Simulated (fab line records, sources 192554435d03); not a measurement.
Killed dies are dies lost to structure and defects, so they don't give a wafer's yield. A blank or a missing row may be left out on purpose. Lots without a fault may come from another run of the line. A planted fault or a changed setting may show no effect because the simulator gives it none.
Which tool did it? | flow n5_finfet | 24 lots, 72 wafers sampled, at 6 steps of a route of 1938

WHAT THE GAUGES READ, wafer by wafer
N5_BEOL_M13_INSPECT_30: inspects for defects (macro).
lot  | measured     | on                | raw_defect_count
L074 | day 12 14:40 | defect_inspect-01 | 0 6 0
L075 | day 12 15:58 | defect_inspect-02 | 2 3 4
L076 | day 12 19:16 | defect_inspect-02 | 1 2 6
L079 | day 12 19:43 | defect_inspect-02 | 1 2 6
L082 | day 13 05:43 | defect_inspect-02 | 2 1 1
L081 | day 13 07:23 | defect_inspect-01 | 3 2 1
L077 | day 13 08:29 | defect_inspect-01 | 3 2 2
L080 | day 13 12:37 | defect_inspect-02 | 2 0 2
L078 | day 14 08:08 | defect_inspect-02 | 4 4 3
L084 | day 14 14:47 | defect_inspect-01 | 3 0 3
L083 | day 14 17:24 | defect_inspect-01 | 2 2 0
L086 | day 14 17:26 | defect_inspect-02 | 2 2 4
L085 | day 14 17:28 | defect_inspect-01 | 2 4 2
L089 | day 15 14:31 | defect_inspect-02 | 2 1 1
L088 | day 15 15:55 | defect_inspect-02 | 2 1 0
L087 | day 15 17:26 | defect_inspect-02 | 1 1 3
L090 | day 15 23:05 | defect_inspect-02 | 2 2 2
L091 | day 16 09:44 | defect_inspect-02 | 3 1 3
L092 | day 16 13:47 | defect_inspect-02 | 0 3 3
L094 | day 16 14:14 | defect_inspect-01 | 4 7 0
L093 | day 16 17:11 | defect_inspect-02 | 2 1 2
L095 | day 17 07:49 | defect_inspect-01 | 3 3 5
L096 | day 17 15:25 | defect_inspect-02 | 3 4 0
L097 | day 17 19:46 | defect_inspect-01 | 1 2 3

N5_BEOL_M15_CD_MEAS_10: target cd 360 nm.
lot  | measured     | on        | cd_nm (nm)
L074 | day 13 03:21 | cd_sem-03 | 359.0 355.8 361.1
L075 | day 13 07:18 | cd_sem-03 | 361.1 359.7 360.5
L076 | day 13 09:54 | cd_sem-02 | 357.8 360.1 359.1
L079 | day 13 10:37 | cd_sem-03 | 358.7 361.7 358.9
L082 | day 13 21:54 | cd_sem-03 | 360.1 359.7 357.5
L081 | day 14 01:40 | cd_sem-01 | 359.9 358.4 355.9
L077 | day 13 22:58 | cd_sem-01 | 359.2 360.8 355.7
L080 | day 14 12:59 | cd_sem-02 | 357.9 361.1 359.0
L078 | day 14 16:57 | cd_sem-03 | 360.3 361.8 363.0
L084 | day 15 01:00 | cd_sem-02 | 359.8 357.9 358.5
L083 | day 15 06:38 | cd_sem-01 | 360.6 358.7 360.9
L086 | day 15 08:59 | cd_sem-03 | 361.2 358.3 360.2
L085 | day 15 10:26 | cd_sem-02 | 360.1 360.9 359.3
L089 | day 16 05:04 | cd_sem-01 | 359.2 356.9 356.9
L088 | day 16 05:54 | cd_sem-03 | 358.3 356.7 360.3
L087 | day 16 08:21 | cd_sem-03 | 358.3 359.8 357.4
L090 | day 16 15:50 | cd_sem-01 | 361.3 358.9 358.4
L091 | day 17 01:17 | cd_sem-02 | 360.1 361.1 361.0
L092 | day 17 01:19 | cd_sem-01 | 360.4 360.6 361.3
L094 | day 17 02:01 | cd_sem-01 | 360.5 360.4 359.9
L093 | day 17 04:21 | cd_sem-01 | 360.0 358.6 360.4
L095 | day 17 17:15 | cd_sem-03 | 358.4 360.6 361.5
L096 | day 18 04:04 | cd_sem-03 | 361.5 357.0 357.8
L097 | day 18 05:32 | cd_sem-02 | 359.3 361.1 361.6

WHICH TOOL RAN EACH LOT (tool, then ch and the chambers of the sampled wafers, then the start)
lot  | N5_BEOL_M13_ANNEAL_48            | N5_BEOL_M13_CMP_49            | N5_BEOL_M14_SPUTTER_43       | N5_BEOL_M15_ILD_DEP_00
L074 | rtp_anneal-01 ch 0, day 12 18:35 | cmp-04 ch 2,3, day 12 18:49   | pvd_sputter-01, day 13 01:25 | pecvd-04 ch 0,1, day 13 02:40
L075 | rtp_anneal-01 ch 0, day 12 19:45 | cmp-04 ch 0,2,3, day 12 20:10 | pvd_sputter-01, day 13 05:10 | pecvd-02 ch 0,1, day 13 06:37
L076 | rtp_anneal-01 ch 0, day 12 21:29 | cmp-02 ch 0,1, day 12 21:46   | pvd_sputter-02, day 13 07:58 | pecvd-01 ch 0,2, day 13 09:13
L079 | rtp_anneal-02 ch 0, day 12 21:58 | cmp-04 ch 0,1,2, day 12 22:17 | pvd_sputter-01, day 13 08:33 | pecvd-02 ch 2, day 13 09:50
L082 | rtp_anneal-02 ch 0, day 13 12:05 | cmp-04 ch 1,2, day 13 12:23   | pvd_sputter-03, day 13 19:56 | pecvd-02 ch 1,2, day 13 21:13
L081 | rtp_anneal-01 ch 0, day 13 12:57 | cmp-03 ch 0,2,3, day 13 13:19 | pvd_sputter-03, day 13 23:45 | pecvd-04 ch 0, day 14 01:00
L077 | rtp_anneal-02 ch 0, day 13 13:46 | cmp-02 ch 0,2,3, day 13 14:08 | pvd_sputter-03, day 13 21:01 | pecvd-04 ch 1,2, day 13 22:19
L080 | rtp_anneal-01 ch 0, day 13 23:23 | cmp-03 ch 1,2, day 13 23:41   | pvd_sputter-03, day 14 11:11 | pecvd-01 ch 0,1,2, day 14 12:26
L078 | rtp_anneal-01 ch 0, day 14 11:35 | cmp-04 ch 1,2, day 14 11:56   | pvd_sputter-01, day 14 14:51 | pecvd-02 ch 0,1,2, day 14 16:16
L084 | rtp_anneal-01 ch 0, day 14 17:49 | cmp-04 ch 2,3, day 14 18:04   | pvd_sputter-02, day 14 23:04 | pecvd-02 ch 0,1,2, day 15 00:19
L083 | rtp_anneal-01 ch 0, day 14 21:18 | cmp-04 ch 1,2,3, day 14 21:35 | pvd_sputter-02, day 15 04:05 | pecvd-04 ch 1,2, day 15 05:57
L086 | rtp_anneal-01 ch 0, day 15 01:41 | cmp-04 ch 2,3, day 15 01:56   | pvd_sputter-03, day 15 07:02 | pecvd-01 ch 1,2, day 15 08:19
L085 | rtp_anneal-02 ch 0, day 15 04:25 | cmp-04 ch 0,1,2, day 15 04:53 | pvd_sputter-01, day 15 08:37 | pecvd-04 ch 0,1,2, day 15 09:53
L089 | rtp_anneal-02 ch 0, day 15 21:46 | cmp-03 ch 1,2,3, day 15 22:09 | pvd_sputter-02, day 16 03:08 | pecvd-01 ch 0,2, day 16 04:23
L088 | rtp_anneal-01 ch 0, day 15 22:01 | cmp-02 ch 1,2,3, day 15 22:22 | pvd_sputter-02, day 16 03:58 | pecvd-01 ch 0,1,2, day 16 05:13
L087 | rtp_anneal-02 ch 0, day 15 23:30 | cmp-03 ch 0,1,3, day 15 23:55 | pvd_sputter-02, day 16 06:32 | pecvd-01 ch 0,1,2, day 16 07:48
L090 | rtp_anneal-02 ch 0, day 16 01:13 | cmp-03 ch 1,3, day 16 01:31   | pvd_sputter-01, day 16 14:02 | pecvd-02 ch 0,1, day 16 15:17
L091 | rtp_anneal-01 ch 0, day 16 13:27 | cmp-02 ch 0,1,3, day 16 13:49 | pvd_sputter-03, day 16 23:23 | pecvd-01 ch 0,1,2, day 17 00:43
L092 | rtp_anneal-02 ch 0, day 16 19:13 | cmp-03 ch 0,1, day 16 19:28   | pvd_sputter-02, day 16 23:25 | pecvd-04 ch 0,1, day 17 00:46
L094 | rtp_anneal-02 ch 0, day 16 19:42 | cmp-03 ch 0,1,3, day 16 20:00 | pvd_sputter-03, day 16 23:49 | pecvd-02 ch 1,2, day 17 01:28
L093 | rtp_anneal-02 ch 0, day 16 21:20 | cmp-02 ch 0,3, day 16 21:35   | pvd_sputter-01, day 17 02:32 | pecvd-01 ch 1,2, day 17 03:47
L095 | rtp_anneal-01 ch 0, day 17 11:10 | cmp-02 ch 1,2,3, day 17 11:26 | pvd_sputter-02, day 17 15:17 | pecvd-04 ch 0,1,2, day 17 16:40
L096 | rtp_anneal-02 ch 0, day 17 18:56 | cmp-04 ch 1,2,3, day 17 19:14 | pvd_sputter-01, day 18 02:04 | pecvd-01 ch 0,1, day 18 03:24
L097 | rtp_anneal-01 ch 0, day 17 22:46 | cmp-02 ch 0,2, day 17 23:02   | pvd_sputter-03, day 18 03:35 | pecvd-02 ch 0,1, day 18 04:52
- N5_BEOL_M13_ANNEAL_48: time 90 s.
- N5_BEOL_M13_CMP_49: polishes, stops on SiOC, t overpolish 17.1 s, target thk 420 nm.
- N5_BEOL_M14_SPUTTER_43: material TaN, target thk 15 nm, time 24.19 s.
- N5_BEOL_M15_ILD_DEP_00: deposits SiO2 from TEOS/O2, target thk 1629.3 nm, time 346.1 s.

WHAT THE TOOLS THEMSELVES READ (means of the sampled wafers that have a number; where no wafer has one, the mark that the record gives instead)
N5_BEOL_M13_ANNEAL_48.
lot  | tool          | anneal_temp_c (C) | wafer_temp_C_max
L074 | rtp_anneal-01 | 224.92            | 227.2
L075 | rtp_anneal-01 | 224.82            | 226.4
L076 | rtp_anneal-01 | 225.08            | 226.7
L079 | rtp_anneal-02 | 224.90            | 226.4
L082 | rtp_anneal-02 | 224.88            | 226.1
L081 | rtp_anneal-01 | 225.08            | 226.8
L077 | rtp_anneal-02 | 224.95            | 225.8
L080 | rtp_anneal-01 | 224.93            | 226.5
L078 | rtp_anneal-01 | 225.08            | 226.9
L084 | rtp_anneal-01 | 225.00            | 227.1
L083 | rtp_anneal-01 | 224.98            | 226.5
L086 | rtp_anneal-01 | 224.95            | 226.6
L085 | rtp_anneal-02 | 224.74            | 226.3
L089 | rtp_anneal-02 | 225.01            | 226.5
L088 | rtp_anneal-01 | 225.01            | 226.9
L087 | rtp_anneal-02 | 225.01            | 226.2
L090 | rtp_anneal-02 | 224.96            | 226.0
L091 | rtp_anneal-01 | 225.05            | 226.9
L092 | rtp_anneal-02 | 224.79            | 226.0
L094 | rtp_anneal-02 | 224.92            | 226.2
L093 | rtp_anneal-02 | 224.87            | 226.1
L095 | rtp_anneal-01 | 224.96            | 227.5
L096 | rtp_anneal-02 | 224.93            | 226.1
L097 | rtp_anneal-01 | 225.20            | 226.8

N5_BEOL_M13_CMP_49.
lot  | tool   | barrier_field_endpoint_s (s) | motor_current_A (A) | overpolish_run_s (s) | slurry_flow_ml_min
L074 | cmp-04 | 29.7                         | 5.6                 | 17.093               | 150.0
L075 | cmp-04 | 30.0                         | 5.5                 | 17.096               | 149.8
L076 | cmp-02 | 30.9                         | 5.7                 | 17.104               | 149.9
L079 | cmp-04 | 29.5                         | 5.4                 | 17.095               | 149.9
L082 | cmp-04 | 30.9                         | 5.5                 | 17.103               | 150.3
L081 | cmp-03 | 30.5                         | 6.1                 | 17.100               | 150.4
L077 | cmp-02 | 30.8                         | 6.3                 | 17.098               | 150.5
L080 | cmp-03 | 29.3                         | 6.6                 | 17.103               | 150.0
L078 | cmp-04 | 29.8                         | 5.8                 | 17.103               | 150.4
L084 | cmp-04 | 31.0                         | 5.8                 | 17.102               | 150.0
L083 | cmp-04 | 30.7                         | 6.0                 | 17.104               | 149.4
L086 | cmp-04 | 30.0                         | 6.5                 | 17.093               | 149.2
L085 | cmp-04 | 30.4                         | 5.4                 | 17.096               | 149.8
L089 | cmp-03 | 29.8                         | 6.2                 | 17.096               | 150.0
L088 | cmp-02 | 29.3                         | 6.1                 | 17.109               | 150.0
L087 | cmp-03 | 29.8                         | 6.4                 | 17.107               | 149.6
L090 | cmp-03 | 29.2                         | 6.1                 | 17.098               | 149.8
L091 | cmp-02 | 29.6                         | 6.1                 | 17.101               | 149.8
L092 | cmp-03 | 30.3                         | 7.1                 | 17.100               | 149.9
L094 | cmp-03 | 29.2                         | 6.6                 | 17.100               | 150.3
L093 | cmp-02 | 30.2                         | 6.2                 | 17.102               | 149.4
L095 | cmp-02 | 30.4                         | 6.0                 | 17.099               | 149.7
L096 | cmp-04 | 30.3                         | 6.0                 | 17.093               | 150.1
L097 | cmp-02 | 30.1                         | 6.3                 | 17.093               | 150.3

N5_BEOL_M14_SPUTTER_43.
lot  | tool           | throttle_valve_pct (%)
L074 | pvd_sputter-01 | 30.0
L075 | pvd_sputter-01 | 29.8
L076 | pvd_sputter-02 | 30.4
L079 | pvd_sputter-01 | 29.1
L082 | pvd_sputter-03 | 28.3
L081 | pvd_sputter-03 | 31.1
L077 | pvd_sputter-03 | 30.2
L080 | pvd_sputter-03 | 29.0
L078 | pvd_sputter-01 | 29.5
L084 | pvd_sputter-02 | 30.0
L083 | pvd_sputter-02 | 30.8
L086 | pvd_sputter-03 | 28.1
L085 | pvd_sputter-01 | 30.7
L089 | pvd_sputter-02 | 30.7
L088 | pvd_sputter-02 | 30.3
L087 | pvd_sputter-02 | 30.0
L090 | pvd_sputter-01 | 30.3
L091 | pvd_sputter-03 | 31.1
L092 | pvd_sputter-02 | 30.5
L094 | pvd_sputter-03 | 29.0
L093 | pvd_sputter-01 | 29.4
L095 | pvd_sputter-02 | 30.6
L096 | pvd_sputter-01 | 30.3
L097 | pvd_sputter-03 | 31.2

N5_BEOL_M15_ILD_DEP_00.
lot  | tool     | heater_power_w (W) | showerhead_plenum_p_Torr (Torr) | showerhead_vpp_V (V) | throttle_valve_pct (%)
L074 | pecvd-04 | 699                | 8.32                            | 1867                 | 18.3
L075 | pecvd-02 | 517                | 8.36                            | 2021                 | 18.7
L076 | pecvd-01 | 485                | 8.29                            | 1833                 | 18.0
L079 | pecvd-02 | 473                | 8.37                            | 1664                 | 18.3
L082 | pecvd-02 | 553                | 8.35                            | 1957                 | 18.7
L081 | pecvd-04 | 714                | 8.39                            | 1833                 | 18.8
L077 | pecvd-04 | 593                | 8.33                            | 1804                 | 18.2
L080 | pecvd-01 | 502                | 8.30                            | 1796                 | 18.5
L078 | pecvd-02 | 557                | 8.35                            | 1919                 | 18.7
L084 | pecvd-02 | 535                | 8.34                            | 1930                 | 18.7
L083 | pecvd-04 | 546                | 8.31                            | 1836                 | 17.9
L086 | pecvd-01 | 468                | 8.33                            | 1744                 | 19.0
L085 | pecvd-04 | 634                | 8.35                            | 1820                 | 18.4
L089 | pecvd-01 | 480                | 8.27                            | 1858                 | 18.4
L088 | pecvd-01 | 495                | 8.31                            | 1813                 | 18.6
L087 | pecvd-01 | 429                | 8.30                            | 1788                 | 18.5
L090 | pecvd-02 | 573                | 8.33                            | 2075                 | 18.9
L091 | pecvd-01 | 446                | 8.31                            | 1802                 | 18.7
L092 | pecvd-04 | 747                | 8.36                            | 1877                 | 18.6
L094 | pecvd-02 | 565                | 8.35                            | 1939                 | 18.9
L093 | pecvd-01 | 464                | 8.31                            | 1797                 | 18.3
L095 | pecvd-04 | 648                | 8.35                            | 1826                 | 18.4
L096 | pecvd-01 | 486                | 8.29                            | 1821                 | 19.0
L097 | pecvd-02 | 516                | 8.35                            | 2033                 | 18.7

THE ANSWER, worked out from the rows above alone
Rule: what is usual is taken from the lots themselves. Put in order of their means at a reading, lots are off if they are a third of the lots or fewer, leave a main group of 4 or more, and stand apart from it by a gap of 3 or more times the standard deviation of the main group's means; of several such gaps the widest counts. A main group whose means are all the same, to the digits that the tables above print for the reading, isn't used. A lot without any number at a reading at which 4 lots or more have one is off too. The other lots that the step has rows for count as sound. The gauges are gone through in route order, then the tools' own readings, and for those a lot's mean is taken as printed above. The first step at which some lot is off is used, and at that step the reading that is off furthest; a lot without a number counts as furthest.
No lot is off at any reading shown: from this, nothing can be told.

WHAT THE SIMULATOR HAD PUT IN
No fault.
